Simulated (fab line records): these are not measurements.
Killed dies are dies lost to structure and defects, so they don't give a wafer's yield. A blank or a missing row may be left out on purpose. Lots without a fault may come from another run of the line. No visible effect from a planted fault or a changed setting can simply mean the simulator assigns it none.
Chamber matching :: flow nand-harc :: NHARC_A_CHANNEL_FILL_D2_STRIP_28 on rie-diel-13: 4 sister chambers
The step strips in O2, time 20 s. 22 wafers are shown with their chamber, then 11 later ones without.

== WAFERS PAIRED WITH THEIR CHAMBERS ==
wafer: L076.2
chamber: 0
showerhead-plenum-p-Torr (Torr): 3.41
drypump-motor-current-A (A): 6.1
oes-product-au (a.u.): 0.990

wafer: L076.5
chamber: 2
showerhead-plenum-p-Torr (Torr): 3.52
drypump-motor-current-A (A): 6.7
oes-product-au (a.u.): 1.009

wafer: L076.6
chamber: 3
showerhead-plenum-p-Torr (Torr): 3.32
drypump-motor-current-A (A): 6.0
oes-product-au (a.u.): 0.970

wafer: L079.1
chamber: 0
showerhead-plenum-p-Torr (Torr): 3.41
drypump-motor-current-A (A): 6.0
oes-product-au (a.u.): 0.986

wafer: L079.2
chamber: 3
showerhead-plenum-p-Torr (Torr): 3.31
drypump-motor-current-A (A): 6.1
oes-product-au (a.u.): 0.988

wafer: L079.3
chamber: 2
showerhead-plenum-p-Torr (Torr): 3.52
drypump-motor-current-A (A): 6.7
oes-product-au (a.u.): 1.005

wafer: L081.2
chamber: 1
showerhead-plenum-p-Torr (Torr): 3.31
drypump-motor-current-A (A): 5.1
oes-product-au (a.u.): 1.010

wafer: L081.3
chamber: 3
showerhead-plenum-p-Torr (Torr): 3.31
drypump-motor-current-A (A): 6.0
oes-product-au (a.u.): 0.989

wafer: L081.5
chamber: 3
showerhead-plenum-p-Torr (Torr): 3.31
drypump-motor-current-A (A): 6.1
oes-product-au (a.u.): 0.992

wafer: L083.2
chamber: 3
showerhead-plenum-p-Torr (Torr): 3.31
drypump-motor-current-A (A): 6.1
oes-product-au (a.u.): 0.986

wafer: L083.4
chamber: 0
showerhead-plenum-p-Torr (Torr): 3.41
drypump-motor-current-A (A): 6.1
oes-product-au (a.u.): 0.986

wafer: L083.5
chamber: 3
showerhead-plenum-p-Torr (Torr): 3.31
drypump-motor-current-A (A): 6.1
oes-product-au (a.u.): 0.986

wafer: L085.1
chamber: 1
showerhead-plenum-p-Torr (Torr): 3.31
drypump-motor-current-A (A): 5.0
oes-product-au (a.u.): 1.020

wafer: L085.2
chamber: 2
showerhead-plenum-p-Torr (Torr): 3.52
drypump-motor-current-A (A): 6.7
oes-product-au (a.u.): 0.997

wafer: L085.4
chamber: 3
showerhead-plenum-p-Torr (Torr): 3.31
drypump-motor-current-A (A): 6.0
oes-product-au (a.u.): 0.990

wafer: L087.1
chamber: 3
showerhead-plenum-p-Torr (Torr): 3.31
drypump-motor-current-A (A): 6.0
oes-product-au (a.u.): 0.983

wafer: L087.4
chamber: 2
showerhead-plenum-p-Torr (Torr): 3.52
drypump-motor-current-A (A): 6.7
oes-product-au (a.u.): 1.005

wafer: L087.6
chamber: 2
showerhead-plenum-p-Torr (Torr): 3.52
drypump-motor-current-A (A): 6.7
oes-product-au (a.u.): 1.015

wafer: L089.1
chamber: 0
showerhead-plenum-p-Torr (Torr): 3.41
drypump-motor-current-A (A): 6.0
oes-product-au (a.u.): 0.984

wafer: L089.3
chamber: 3
showerhead-plenum-p-Torr (Torr): 3.31
drypump-motor-current-A (A): 6.1
oes-product-au (a.u.): 0.992

wafer: L089.6
chamber: 3
showerhead-plenum-p-Torr (Torr): 3.31
drypump-motor-current-A (A): 6.1
oes-product-au (a.u.): 0.987

wafer: L090.2
chamber: 1
showerhead-plenum-p-Torr (Torr): 3.31
drypump-motor-current-A (A): 5.1
oes-product-au (a.u.): 1.014

SIGNATURES, as means of the wafers listed above
reading: showerhead-plenum-p-Torr
chamber 0: 3.4100
chamber 1: 3.3100
chamber 2: 3.5200
chamber 3: 3.3110
scatter within a chamber: 0.00224

reading: drypump-motor-current-A
chamber 0: 6.050
chamber 1: 5.067
chamber 2: 6.700
chamber 3: 6.060
scatter within a chamber: 0.0475

reading: oes-product-au
chamber 0: 0.98650
chamber 1: 1.01467
chamber 2: 1.00620
chamber 3: 0.98630
scatter within a chamber: 0.00581
Rule: distance of a wafer from a chamber = root of the sum over the readings of ((wafer's reading minus chamber's mean) / reading's scatter) squared. If the next closest chamber is less than 2 further off than the closest, the wafer can't be placed; otherwise it belongs to the closest. The scatter is the square root of a quotient: the sum, over the shown wafers, of each reading's squared deviation from its chamber's mean, divided by wafers minus chambers.

== WAFERS WHOSE CHAMBER IS MISSING ==
wafer: L090.3
showerhead-plenum-p-Torr (Torr): 3.31
drypump-motor-current-A (A): 6.1
oes-product-au (a.u.): 0.983

wafer: L090.6
showerhead-plenum-p-Torr (Torr): 3.31
drypump-motor-current-A (A): 5.1
oes-product-au (a.u.): 1.006

wafer: L092.4
showerhead-plenum-p-Torr (Torr): 3.31
drypump-motor-current-A (A): 6.0
oes-product-au (a.u.): 0.999

wafer: L092.5
showerhead-plenum-p-Torr (Torr): 3.52
drypump-motor-current-A (A): 6.7
oes-product-au (a.u.): 1.016

wafer: L092.6
showerhead-plenum-p-Torr (Torr): 3.31
drypump-motor-current-A (A): 6.1
oes-product-au (a.u.): 0.980

wafer: L094.1
showerhead-plenum-p-Torr (Torr): 3.31
drypump-motor-current-A (A): 5.0
oes-product-au (a.u.): 1.012

wafer: L094.3
showerhead-plenum-p-Torr (Torr): 3.41
drypump-motor-current-A (A): 6.1
oes-product-au (a.u.): 0.980

wafer: L094.4
showerhead-plenum-p-Torr (Torr): 3.31
drypump-motor-current-A (A): 6.0
oes-product-au (a.u.): 0.995

wafer: L095.3
showerhead-plenum-p-Torr (Torr): 3.41
drypump-motor-current-A (A): 6.1
oes-product-au (a.u.): 0.976

wafer: L095.5
showerhead-plenum-p-Torr (Torr): 3.31
drypump-motor-current-A (A): 5.0
oes-product-au (a.u.): 1.002

wafer: L095.6
showerhead-plenum-p-Torr (Torr): 3.52
drypump-motor-current-A (A): 6.7
oes-product-au (a.u.): 1.007

== EACH ONE'S CHAMBER ==
wafer: L090.3
from the rows above: 3
in truth: 3

wafer: L090.6
from the rows above: 1
in truth: 1

wafer: L092.4
from the rows above: 3
in truth: 3

wafer: L092.5
from the rows above: 2
in truth: 2

wafer: L092.6
from the rows above: 3
in truth: 3

wafer: L094.1
from the rows above: 1
in truth: 1

wafer: L094.3
from the rows above: 0
in truth: 0

wafer: L094.4
from the rows above: 3
in truth: 3

wafer: L095.3
from the rows above: 0
in truth: 0

wafer: L095.5
from the rows above: 1
in truth: 1

wafer: L095.6
from the rows above: 2
in truth: 2
Correct placement for 11 of the 11. Number that these rows cannot place: 0. Placed wrongly: 0.
